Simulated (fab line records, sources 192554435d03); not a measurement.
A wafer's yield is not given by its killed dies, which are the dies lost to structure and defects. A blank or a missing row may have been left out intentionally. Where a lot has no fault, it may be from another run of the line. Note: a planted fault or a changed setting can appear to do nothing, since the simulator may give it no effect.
fab line records :: flow n5_finfet :: part 2 of 2: steps 23 to 30 of 30
record:
  lots: 5
  wafers: 15
  last_day: 14
route steps=1938 shown BEOL_M6@1234 BEOL_M7@1263
lots that met no fault: from a run of the same line without faults
start_h: the number of hours between the record's first day and the start of the first shown wafer of the lot :: wait_h: hours since the lot's step before :: " repeats the value in the row above :: L1.1+2: a row that stands for several wafers :: - value missing, or start not given :: * or withheld: withheld :: < > ~ a bound
route shown NAME@n: names a module that has steps shown in the file, with the first one's number in the route :: usual: the fault-free wafers' mean and standard deviation :: same: alike in all rows :: chamber/n: place in a boat :: sites: each site's reading :: _std_site: standard deviation across them :: _edge_site: outer sites' mean less inner sites' :: radius_mm: for every site, how far away it sits from the centre of the wafer :: mask NAME#n: copy n :: behind: the last tool/chamber to shape the wafer :: hold: what put the lot on hold/how long, in hours/how the hold closed :: device: the transistor (n, p or np) that didn't switch :: end of line: the tests these same wafers got at the end of their route :: for a step that has no rows: nothing shown but its recipe :: killed: not the wafer's yield, but the dies lost to structure and defects at the first sort :: map: dies across one wafer; x = killed, . = not, _ = none there
set.NAME: setting as actually run; set.NAME@STEP: the setting as run at that earlier step :: model.NAME: the simulator's own value behind a step, which no gauge read
lots seen at some steps along the route; tables by step, rows by wafer
services: when a tool's chamber went out of use (start_h, in hours from the record's first day, below 0 if earlier), for how many hours, and the reason
== steps ==
step: N5_BEOL_M6_ANNEAL_51
recipe:
  temp_c: 225
  time_s: 90
  ambient: N2
usual:
  wafer_temp_C_max: 226.1/0.39
lot.wafer: L077.1
tool: rtp_anneal-01
chamber: 0
start_h: 202.62
wait_h: 0.1
wafer_temp_C_max: 225.9

lot.wafer: L077.3
tool: rtp_anneal-01
chamber: 0
start_h: 202.62
wait_h: 0.1
wafer_temp_C_max: 226.0

lot.wafer: L077.5
tool: rtp_anneal-01
chamber: 0
start_h: 202.62
wait_h: 0.1
wafer_temp_C_max: 226.2

lot.wafer: L079.1
tool: rtp_anneal-01
chamber: 0
start_h: 220.47
wait_h: 1.1
wafer_temp_C_max: 226.0

lot.wafer: L079.4
tool: rtp_anneal-01
chamber: 0
start_h: 220.47
wait_h: 1.1
wafer_temp_C_max: 225.9

lot.wafer: L079.5
tool: rtp_anneal-01
chamber: 0
start_h: 220.47
wait_h: 1.1
wafer_temp_C_max: 226.1

lot.wafer: L080.2
tool: rtp_anneal-01
chamber: 0
start_h: 229.56
wait_h: 4.2
wafer_temp_C_max: 226.1

lot.wafer: L080.4
tool: rtp_anneal-01
chamber: 0
start_h: 229.56
wait_h: 4.2
wafer_temp_C_max: 225.9

lot.wafer: L080.5
tool: rtp_anneal-01
chamber: 0
start_h: 229.56
wait_h: 4.2
wafer_temp_C_max: 226.0

lot.wafer: L082.2
tool: rtp_anneal-02
chamber: 0
start_h: 237.60
wait_h: 0.1
wafer_temp_C_max: 226.6

lot.wafer: L082.3
tool: rtp_anneal-02
chamber: 0
start_h: 237.60
wait_h: 0.1
wafer_temp_C_max: 226.3

lot.wafer: L082.4
tool: rtp_anneal-02
chamber: 0
start_h: 237.60
wait_h: 0.1
wafer_temp_C_max: 226.4

lot.wafer: L086.2
tool: rtp_anneal-01
chamber: 0
start_h: 258.43
wait_h: 0.4
wafer_temp_C_max: 225.4

lot.wafer: L086.4
tool: rtp_anneal-01
chamber: 0
start_h: 258.43
wait_h: 0.4
wafer_temp_C_max: 225.8

lot.wafer: L086.6
tool: rtp_anneal-01
chamber: 0
start_h: 258.43
wait_h: 0.4
wafer_temp_C_max: 225.3
step: N5_BEOL_M6_CMP_52
recipe:
  stop_on: SiCOH_lowk
  t_overpolish_s: 6.9
  down_force_psi: 1
  platen_rpm: 50
  clearing_platen_down_force_psi: 1.5
  clearing_platen_rpm: 50
  post_cmp_clean: cu_alkaline
  target_thk_nm: 80
  clearing_platen_pad_velocity_m_s: 0.99484
  pad_velocity_m_s: 0.99484
usual:
  barrier_field_endpoint_s: 28.9/0.86
  clearing_platen_down_force_psi: 1.500/0.0033
  motor_current_A: 6.0/0.64
  overpolish_run_s: 6.901/0.0097
  pad_life_wafers: 1032/610
  retaining_ring_pressure_frac: 1.000/0.0054
  slurry_filter_dp_kPa: 13.50/0.14
  time_to_endpoint_s: 61/3.5
lot.wafer: L077.3
tool: cmp-04
chamber: 1
start_h: 203.00
wait_h: 0.2
barrier_field_endpoint_s: 28.4
clearing_platen_down_force_psi: 1.499
motor_current_A: 4.8
overpolish_run_s: 6.898
pad_life_wafers: 1364
retaining_ring_pressure_frac: 0.998
slurry_filter_dp_kPa: 13.40
time_to_endpoint_s: 64

lot.wafer: L077.1
tool: cmp-04
chamber: 2
start_h: 203.00
wait_h: 0.2
barrier_field_endpoint_s: 28.9
clearing_platen_down_force_psi: 1.501
motor_current_A: 6.8
overpolish_run_s: 6.891
pad_life_wafers: 1365
retaining_ring_pressure_frac: 1.004
slurry_filter_dp_kPa: 13.50
time_to_endpoint_s: 63

lot.wafer: L077.5
tool: cmp-04
chamber: 0
start_h: 203.00
wait_h: 0.2
barrier_field_endpoint_s: 28.1
clearing_platen_down_force_psi: 1.503
motor_current_A: 5.1
overpolish_run_s: 6.916
pad_life_wafers: -
retaining_ring_pressure_frac: 1.002
slurry_filter_dp_kPa: 13.45
time_to_endpoint_s: 57

lot.wafer: L079.1
tool: cmp-02
chamber: 0
start_h: 221.03
wait_h: 0.5
barrier_field_endpoint_s: 26.6
clearing_platen_down_force_psi: 1.502
motor_current_A: 6.0
overpolish_run_s: 6.893
pad_life_wafers: 882
retaining_ring_pressure_frac: 1.005
slurry_filter_dp_kPa: 13.47
time_to_endpoint_s: 54

lot.wafer: L079.4
tool: cmp-02
chamber: 1
start_h: 221.03
wait_h: 0.5
barrier_field_endpoint_s: 27.5
clearing_platen_down_force_psi: 1.499
motor_current_A: 6.9
overpolish_run_s: 6.890
pad_life_wafers: 883
retaining_ring_pressure_frac: 1.001
slurry_filter_dp_kPa: 13.42
time_to_endpoint_s: 58

lot.wafer: L079.5
tool: cmp-02
chamber: 0
start_h: 221.03
wait_h: 0.5
barrier_field_endpoint_s: 28.3
clearing_platen_down_force_psi: 1.497
motor_current_A: 6.5
overpolish_run_s: 6.906
pad_life_wafers: -
retaining_ring_pressure_frac: 1.003
slurry_filter_dp_kPa: 13.54
time_to_endpoint_s: 55

lot.wafer: L080.2
tool: cmp-04
chamber: 0
start_h: 230.07
wait_h: 0.4
barrier_field_endpoint_s: 29.4
clearing_platen_down_force_psi: 1.500
motor_current_A: 5.1
overpolish_run_s: 6.894
pad_life_wafers: 1567
retaining_ring_pressure_frac: 0.990
slurry_filter_dp_kPa: 13.42
time_to_endpoint_s: 61

lot.wafer: L080.4
tool: cmp-04
chamber: 2
start_h: 230.07
wait_h: 0.4
barrier_field_endpoint_s: 29.1
clearing_platen_down_force_psi: 1.501
motor_current_A: 6.6
overpolish_run_s: 6.894
pad_life_wafers: 1569
retaining_ring_pressure_frac: 0.991
slurry_filter_dp_kPa: 13.38
time_to_endpoint_s: 63

lot.wafer: L080.5
tool: cmp-04
chamber: 0
start_h: 230.07
wait_h: 0.4
barrier_field_endpoint_s: 29.0
clearing_platen_down_force_psi: 1.501
motor_current_A: 5.1
overpolish_run_s: 6.899
pad_life_wafers: -
retaining_ring_pressure_frac: 0.995
slurry_filter_dp_kPa: 13.33
time_to_endpoint_s: 62

lot.wafer: L082.3
tool: cmp-02
chamber: 1
start_h: 238.04
wait_h: 0.3
barrier_field_endpoint_s: 28.8
clearing_platen_down_force_psi: 1.497
motor_current_A: 7.1
overpolish_run_s: 6.891
pad_life_wafers: 1038
retaining_ring_pressure_frac: 0.994
slurry_filter_dp_kPa: 13.53
time_to_endpoint_s: 60

lot.wafer: L082.4
tool: cmp-02
chamber: 2
start_h: 238.04
wait_h: 0.3
barrier_field_endpoint_s: 28.5
clearing_platen_down_force_psi: 1.504
motor_current_A: 6.2
overpolish_run_s: 6.886
pad_life_wafers: 1039
retaining_ring_pressure_frac: 0.995
slurry_filter_dp_kPa: 13.43
time_to_endpoint_s: 60

lot.wafer: L082.2
tool: cmp-02
chamber: 3
start_h: 238.04
wait_h: 0.3
barrier_field_endpoint_s: 28.9
clearing_platen_down_force_psi: 1.503
motor_current_A: 6.4
overpolish_run_s: 6.892
pad_life_wafers: 1040
retaining_ring_pressure_frac: 1.007
slurry_filter_dp_kPa: 13.54
time_to_endpoint_s: 67

lot.wafer: L086.2
tool: cmp-02
chamber: 1
start_h: 258.76
wait_h: 0.3
barrier_field_endpoint_s: 29.3
clearing_platen_down_force_psi: 1.496
motor_current_A: 6.9
overpolish_run_s: 6.890
pad_life_wafers: 1208
retaining_ring_pressure_frac: 0.995
slurry_filter_dp_kPa: 13.57
time_to_endpoint_s: 61

lot.wafer: L086.4
tool: cmp-02
chamber: 2
start_h: 258.76
wait_h: 0.3
barrier_field_endpoint_s: 28.4
clearing_platen_down_force_psi: 1.502
motor_current_A: 6.3
overpolish_run_s: 6.906
pad_life_wafers: 1209
retaining_ring_pressure_frac: 0.996
slurry_filter_dp_kPa: 13.63
time_to_endpoint_s: 59

lot.wafer: L086.6
tool: cmp-02
chamber: 0
start_h: 258.76
wait_h: 0.3
barrier_field_endpoint_s: 27.9
clearing_platen_down_force_psi: 1.498
motor_current_A: 6.1
overpolish_run_s: 6.914
pad_life_wafers: -
retaining_ring_pressure_frac: 1.005
slurry_filter_dp_kPa: 13.41
time_to_endpoint_s: 60
step: N5_BEOL_M6_THK_MEAS_53
recipe:
  thk_meas_gauge: xrf
  reads: Cu_of_BEOL_M6_ECD_50
usual:
  M6_THK: 78/3.5
lot.wafer: L077.1
tool: film_metro-01
chamber: -
start_h: 203.22
wait_h: -
M6_THK[nm]: 73

lot.wafer: L077.3
tool: film_metro-01
chamber: -
start_h: 203.22
wait_h: -
M6_THK[nm]: 83

lot.wafer: L077.5
tool: film_metro-01
chamber: -
start_h: 203.22
wait_h: -
M6_THK[nm]: 75

lot.wafer: L079.1
tool: film_metro-01
chamber: -
start_h: 221.33
wait_h: -
M6_THK[nm]: 75

lot.wafer: L079.4
tool: film_metro-01
chamber: -
start_h: 221.33
wait_h: -
M6_THK[nm]: 82

lot.wafer: L079.5
tool: film_metro-01
chamber: -
start_h: 221.33
wait_h: -
M6_THK[nm]: 79

lot.wafer: L080.2
tool: film_metro-01
chamber: -
start_h: 230.33
wait_h: -
M6_THK[nm]: 82

lot.wafer: L080.4
tool: film_metro-01
chamber: -
start_h: 230.33
wait_h: -
M6_THK[nm]: 79

lot.wafer: L080.5
tool: film_metro-01
chamber: -
start_h: 230.33
wait_h: -
M6_THK[nm]: 82

lot.wafer: L082.2
tool: film_metro-01
chamber: -
start_h: 238.33
wait_h: -
M6_THK[nm]: 76

lot.wafer: L082.3
tool: film_metro-01
chamber: -
start_h: 238.33
wait_h: -
M6_THK[nm]: 82

lot.wafer: L082.4
tool: film_metro-01
chamber: -
start_h: 238.33
wait_h: -
M6_THK[nm]: 77

lot.wafer: L086.2
tool: film_metro-02
chamber: -
start_h: 258.98
wait_h: -
M6_THK[nm]: 75

lot.wafer: L086.4
tool: film_metro-02
chamber: -
start_h: 258.98
wait_h: -
M6_THK[nm]: 74

lot.wafer: L086.6
tool: film_metro-02
chamber: -
start_h: 258.98
wait_h: -
M6_THK[nm]: 75
step: N5_BEOL_M6_PRE_CLEAN_55
recipe:
  gas: NH3
  time_s: 15
  temp_c: withheld
  rf_power_w: 300
lot.wafer: L077.1+3+5
tool: pecvd-02
chamber: 1,0,1
start_h: 203.25
wait_h: 0.0

lot.wafer: L079.1+4+5
tool: pecvd-01
chamber: 2,2,1
start_h: 221.36
wait_h: 0.0

lot.wafer: L080.2+4+5
tool: pecvd-02
chamber: 1
start_h: 230.37
wait_h: 0.0

lot.wafer: L082.2+3+4
tool: pecvd-01
chamber: 2,1,2
start_h: 238.37
wait_h: 0.0

lot.wafer: L086.2+4+6
tool: pecvd-02
chamber: 2,0,2
start_h: 259.01
wait_h: 0.0
step: N5_BEOL_M6_DEP_56
recipe:
  material: SiCN
  target_thk_a: 100
  temp_c: withheld
  precursor: 3MS/NH3
  pressure_torr: 3
  rf_w: 202
  time_s: 17.5
usual:
  chamber_pressure_Torr: 3.000/0.0064
  showerhead_plenum_p_Torr: 3.664/0.015
  throttle_valve_pct: 9.2/0.51
lot.wafer: L077.1
tool: pecvd-02
chamber: 1
start_h: 203.29
wait_h: 0.0
chamber_pressure_Torr: 3.010
showerhead_plenum_p_Torr: 3.660
throttle_valve_pct: 9.6

lot.wafer: L077.3
tool: pecvd-02
chamber: 0
start_h: 203.29
wait_h: 0.0
chamber_pressure_Torr: 3.008
showerhead_plenum_p_Torr: 3.659
throttle_valve_pct: 9.1

lot.wafer: L077.5
tool: pecvd-02
chamber: 1
start_h: 203.29
wait_h: 0.0
chamber_pressure_Torr: 3.013
showerhead_plenum_p_Torr: 3.657
throttle_valve_pct: 9.5

lot.wafer: L079.1
tool: pecvd-01
chamber: 2
start_h: 221.39
wait_h: 0.0
chamber_pressure_Torr: 3.003
showerhead_plenum_p_Torr: 3.676
throttle_valve_pct: 8.7

lot.wafer: L079.4
tool: pecvd-01
chamber: 2
start_h: 221.39
wait_h: 0.0
chamber_pressure_Torr: 2.991
showerhead_plenum_p_Torr: 3.669
throttle_valve_pct: 8.5

lot.wafer: L079.5
tool: pecvd-01
chamber: 1
start_h: 221.39
wait_h: 0.0
chamber_pressure_Torr: 2.999
showerhead_plenum_p_Torr: 3.679
throttle_valve_pct: 9.1

lot.wafer: L080.2
tool: pecvd-02
chamber: 1
start_h: 230.40
wait_h: 0.0
chamber_pressure_Torr: 2.998
showerhead_plenum_p_Torr: 3.663
throttle_valve_pct: 9.5

lot.wafer: L080.4
tool: pecvd-02
chamber: 1
start_h: 230.40
wait_h: 0.0
chamber_pressure_Torr: 2.999
showerhead_plenum_p_Torr: 3.662
throttle_valve_pct: 9.3

lot.wafer: L080.5
tool: pecvd-02
chamber: 1
start_h: 230.40
wait_h: 0.0
chamber_pressure_Torr: 2.992
showerhead_plenum_p_Torr: 3.663
throttle_valve_pct: 9.6

lot.wafer: L082.2
tool: pecvd-01
chamber: 2
start_h: 238.40
wait_h: 0.0
chamber_pressure_Torr: 3.007
showerhead_plenum_p_Torr: 3.675
throttle_valve_pct: 8.7

lot.wafer: L082.3
tool: pecvd-01
chamber: 1
start_h: 238.40
wait_h: 0.0
chamber_pressure_Torr: 3.007
showerhead_plenum_p_Torr: 3.684
throttle_valve_pct: 9.1

lot.wafer: L082.4
tool: pecvd-01
chamber: 2
start_h: 238.40
wait_h: 0.0
chamber_pressure_Torr: 3.003
showerhead_plenum_p_Torr: 3.681
throttle_valve_pct: 8.1

lot.wafer: L086.2
tool: pecvd-02
chamber: 2
start_h: 259.04
wait_h: 0.0
chamber_pressure_Torr: 2.997
showerhead_plenum_p_Torr: 3.677
throttle_valve_pct: 8.5

lot.wafer: L086.4
tool: pecvd-02
chamber: 0
start_h: 259.04
wait_h: 0.0
chamber_pressure_Torr: 3.000
showerhead_plenum_p_Torr: 3.666
throttle_valve_pct: 9.2

lot.wafer: L086.6
tool: pecvd-02
chamber: 2
start_h: 259.04
wait_h: 0.0
chamber_pressure_Torr: 2.998
showerhead_plenum_p_Torr: 3.683
throttle_valve_pct: 8.2
step: N5_BEOL_M6_RS_MEAS_57
recipe:
  thk_meas_gauge: four-point-probe
  reads: Cu_of_BEOL_M6_ECD_50+Co_of_BEOL_M6_CVD_78+TaN_of_BEOL_M6_ALD_77
usual:
  M6_RS: 0.294/0.015
lot.wafer: L077.1
tool: film_metro-01
chamber: -
start_h: 203.38
wait_h: 0.1
M6_RS[ohm/sq]: 0.319

lot.wafer: L077.3
tool: film_metro-01
chamber: -
start_h: 203.38
wait_h: 0.1
M6_RS[ohm/sq]: 0.273

lot.wafer: L077.5
tool: film_metro-01
chamber: -
start_h: 203.38
wait_h: 0.1
M6_RS[ohm/sq]: 0.311

lot.wafer: L079.1
tool: film_metro-02
chamber: -
start_h: 221.46
wait_h: 0.1
M6_RS[ohm/sq]: 0.313

lot.wafer: L079.4
tool: film_metro-02
chamber: -
start_h: 221.46
wait_h: 0.1
M6_RS[ohm/sq]: 0.280

lot.wafer: L079.5
tool: film_metro-02
chamber: -
start_h: 221.46
wait_h: 0.1
M6_RS[ohm/sq]: 0.292

lot.wafer: L080.2
tool: film_metro-01
chamber: -
start_h: 230.49
wait_h: 0.1
M6_RS[ohm/sq]: 0.278

lot.wafer: L080.4
tool: film_metro-01
chamber: -
start_h: 230.49
wait_h: 0.1
M6_RS[ohm/sq]: 0.290

lot.wafer: L080.5
tool: film_metro-01
chamber: -
start_h: 230.49
wait_h: 0.1
M6_RS[ohm/sq]: 0.276

lot.wafer: L082.2
tool: film_metro-02
chamber: -
start_h: 238.47
wait_h: 0.1
M6_RS[ohm/sq]: 0.306

lot.wafer: L082.3
tool: film_metro-02
chamber: -
start_h: 238.47
wait_h: 0.1
M6_RS[ohm/sq]: 0.281

lot.wafer: L082.4
tool: film_metro-02
chamber: -
start_h: 238.47
wait_h: 0.1
M6_RS[ohm/sq]: 0.302

lot.wafer: L086.2
tool: film_metro-02
chamber: -
start_h: 259.11
wait_h: 0.1
M6_RS[ohm/sq]: 0.298

lot.wafer: L086.4
tool: film_metro-02
chamber: -
start_h: 259.11
wait_h: 0.1
M6_RS[ohm/sq]: 0.302

lot.wafer: L086.6
tool: film_metro-02
chamber: -
start_h: 259.11
wait_h: 0.1
M6_RS[ohm/sq]: 0.301
step: N5_BEOL_M6_INSPECT_58
recipe:
  inspect_instrument: darkfield
  mode: post_dep
usual:
  raw_defect_count: 72/22
lot.wafer: L077.1
tool: defect_inspect-01
chamber: -
start_h: 203.40
wait_h: 0.0
raw_defect_count: 46

lot.wafer: L077.3
tool: defect_inspect-01
chamber: -
start_h: 203.40
wait_h: 0.0
raw_defect_count: 66

lot.wafer: L077.5
tool: defect_inspect-01
chamber: -
start_h: 203.40
wait_h: 0.0
raw_defect_count: 79

lot.wafer: L079.1
tool: defect_inspect-02
chamber: -
start_h: 221.48
wait_h: 0.0
raw_defect_count: 55

lot.wafer: L079.4
tool: defect_inspect-02
chamber: -
start_h: 221.48
wait_h: 0.0
raw_defect_count: 92

lot.wafer: L079.5
tool: defect_inspect-02
chamber: -
start_h: 221.48
wait_h: 0.0
raw_defect_count: 99

lot.wafer: L080.2
tool: defect_inspect-02
chamber: -
start_h: 230.52
wait_h: 0.0
raw_defect_count: 58

lot.wafer: L080.4
tool: defect_inspect-02
chamber: -
start_h: 230.52
wait_h: 0.0
raw_defect_count: 38

lot.wafer: L080.5
tool: defect_inspect-02
chamber: -
start_h: 230.52
wait_h: 0.0
raw_defect_count: 35

lot.wafer: L082.2
tool: defect_inspect-01
chamber: -
start_h: 238.49
wait_h: 0.0
raw_defect_count: 76

lot.wafer: L082.3
tool: defect_inspect-01
chamber: -
start_h: 238.49
wait_h: 0.0
raw_defect_count: 90

lot.wafer: L082.4
tool: defect_inspect-01
chamber: -
start_h: 238.49
wait_h: 0.0
raw_defect_count: 91

lot.wafer: L086.2
tool: defect_inspect-01
chamber: -
start_h: 259.13
wait_h: 0.0
raw_defect_count: 40

lot.wafer: L086.4
tool: defect_inspect-01
chamber: -
start_h: 259.13
wait_h: 0.0
raw_defect_count: 92

lot.wafer: L086.6
tool: defect_inspect-01
chamber: -
start_h: 259.13
wait_h: 0.0
raw_defect_count: 63
step: N5_BEOL_M7_ILD_DEP_00
recipe:
  material: SiCOH_lowk
  target_thk_a: 1797.5
  temp_c: 300
  precursor: DEMS/porogen
  pressure_torr: 5
  rf_w: 500
  time_s: 33.4
usual:
  chamber_pressure_Torr: 4.999/0.011
  heater_power_w: 316/71
  showerhead_plenum_p_Torr: 5.732/0.017
  throttle_valve_pct: 14.2/0.87
lot.wafer: L077.1
tool: pecvd-03
chamber: 0
start_h: 203.44
wait_h: 0.0
chamber_pressure_Torr: 5.003
heater_power_w: 353
showerhead_plenum_p_Torr: 5.744
throttle_valve_pct: 14.3

lot.wafer: L077.3
tool: pecvd-03
chamber: 2
start_h: 203.44
wait_h: 0.0
chamber_pressure_Torr: 5.000
heater_power_w: 327
showerhead_plenum_p_Torr: 5.708
throttle_valve_pct: 13.4

lot.wafer: L077.5
tool: pecvd-03
chamber: 0
start_h: 203.44
wait_h: 0.0
chamber_pressure_Torr: 4.998
heater_power_w: 349
showerhead_plenum_p_Torr: 5.714
throttle_valve_pct: 14.1

lot.wafer: L079.1
tool: pecvd-04
chamber: 1
start_h: 221.52
wait_h: 0.0
chamber_pressure_Torr: 5.005
heater_power_w: 357
showerhead_plenum_p_Torr: 5.716
throttle_valve_pct: 15.5

lot.wafer: L079.4
tool: pecvd-04
chamber: 2
start_h: 221.52
wait_h: 0.0
chamber_pressure_Torr: 5.037
heater_power_w: 379
showerhead_plenum_p_Torr: 5.736
throttle_valve_pct: 13.2

lot.wafer: L079.5
tool: pecvd-04
chamber: 1
start_h: 221.52
wait_h: 0.0
chamber_pressure_Torr: 5.008
heater_power_w: 356
showerhead_plenum_p_Torr: 5.726
throttle_valve_pct: 15.2

lot.wafer: L080.2
tool: pecvd-01
chamber: 0
start_h: 230.55
wait_h: 0.0
chamber_pressure_Torr: 5.021
heater_power_w: 341
showerhead_plenum_p_Torr: 5.715
throttle_valve_pct: 14.6

lot.wafer: L080.4
tool: pecvd-01
chamber: 1
start_h: 230.55
wait_h: 0.0
chamber_pressure_Torr: 5.003
heater_power_w: 202
showerhead_plenum_p_Torr: 5.760
throttle_valve_pct: 14.1

lot.wafer: L080.5
tool: pecvd-01
chamber: 2
start_h: 230.55
wait_h: 0.0
chamber_pressure_Torr: 4.987
heater_power_w: 417
showerhead_plenum_p_Torr: 5.771
throttle_valve_pct: 13.3

lot.wafer: L082.2
tool: pecvd-03
chamber: 0
start_h: 238.53
wait_h: 0.0
chamber_pressure_Torr: 5.000
heater_power_w: 370
showerhead_plenum_p_Torr: 5.729
throttle_valve_pct: 14.2

lot.wafer: L082.3
tool: pecvd-03
chamber: 1
start_h: 238.53
wait_h: 0.0
chamber_pressure_Torr: 5.012
heater_power_w: 240
showerhead_plenum_p_Torr: 5.727
throttle_valve_pct: 15.4

lot.wafer: L082.4
tool: pecvd-03
chamber: 2
start_h: 238.53
wait_h: 0.0
chamber_pressure_Torr: 5.002
heater_power_w: 291
showerhead_plenum_p_Torr: 5.734
throttle_valve_pct: 13.2

lot.wafer: L086.2
tool: pecvd-03
chamber: 2
start_h: 259.17
wait_h: 0.0
chamber_pressure_Torr: 4.989
heater_power_w: 317
showerhead_plenum_p_Torr: 5.716
throttle_valve_pct: 13.5

lot.wafer: L086.4
tool: pecvd-03
chamber: 1
start_h: 259.17
wait_h: 0.0
chamber_pressure_Torr: 4.995
heater_power_w: 235
showerhead_plenum_p_Torr: 5.735
throttle_valve_pct: 15.7

lot.wafer: L086.6
tool: pecvd-03
chamber: 2
start_h: 259.17
wait_h: 0.0
chamber_pressure_Torr: 5.001
heater_power_w: 324
showerhead_plenum_p_Torr: 5.716
throttle_valve_pct: 13.3
== services ==
tool: pecvd-03
chamber: -
start_h: 180.29
hours: 2.2
kind: repair

tool: pecvd-04
chamber: -
start_h: 184.51
hours: 0.8
kind: repair

tool: uv_cure-03
chamber: -
start_h: 185.69
hours: 22.2
kind: pm

tool: cvd_co-01
chamber: 1
start_h: 190.56
hours: 7.6
kind: repair

tool: ald_metal-01
chamber: 3
start_h: 193.45
hours: 5.0
kind: repair

tool: ald_metal-03
chamber: -
start_h: 194.98
hours: 6.0
kind: pm

tool: cvd_co-02
chamber: 0
start_h: 196.33
hours: 2.2
kind: repair

tool: cvd_co-02
chamber: 0
start_h: 202.91
hours: 7.9
kind: repair

tool: cvd_co-01
chamber: 0
start_h: 203.59
hours: 15.8
kind: repair

tool: rie_diel-03
chamber: 0
start_h: 206.91
hours: -
kind: clean

tool: rie_diel-03
chamber: 0
start_h: 206.91
hours: -
kind: consumable_replace:focus_ring

tool: rie_diel-03
chamber: 0
start_h: 206.91
hours: -
kind: consumable_replace:showerhead

tool: cmp-04
chamber: -
start_h: 213.83
hours: 0.9
kind: repair

tool: pecvd-01
chamber: -
start_h: 218.10
hours: 1.0
kind: repair

tool: rtp_anneal-02
chamber: -
start_h: 218.50
hours: 6.7
kind: pm

tool: uv_cure-03
chamber: -
start_h: 220.47
hours: 1.2
kind: repair

tool: rie_diel-01
chamber: 0
start_h: 227.96
hours: 4.4
kind: repair

tool: ecd_cu-01
chamber: -
start_h: 229.77
hours: 2.2
kind: repair

tool: cmp-04
chamber: -
start_h: 233.19
hours: 1.7
kind: repair

tool: ecd_cu-01
chamber: -
start_h: 234.98
hours: 7.6
kind: pm

tool: pecvd-04
chamber: -
start_h: 242.28
hours: 1.9
kind: repair

tool: cmp-02
chamber: -
start_h: 252.02
hours: 4.6
kind: pm

tool: pecvd-04
chamber: -
start_h: 254.34
hours: 14.9
kind: repair

tool: uv_cure-01
chamber: -
start_h: 256.24
hours: 22.2
kind: pm
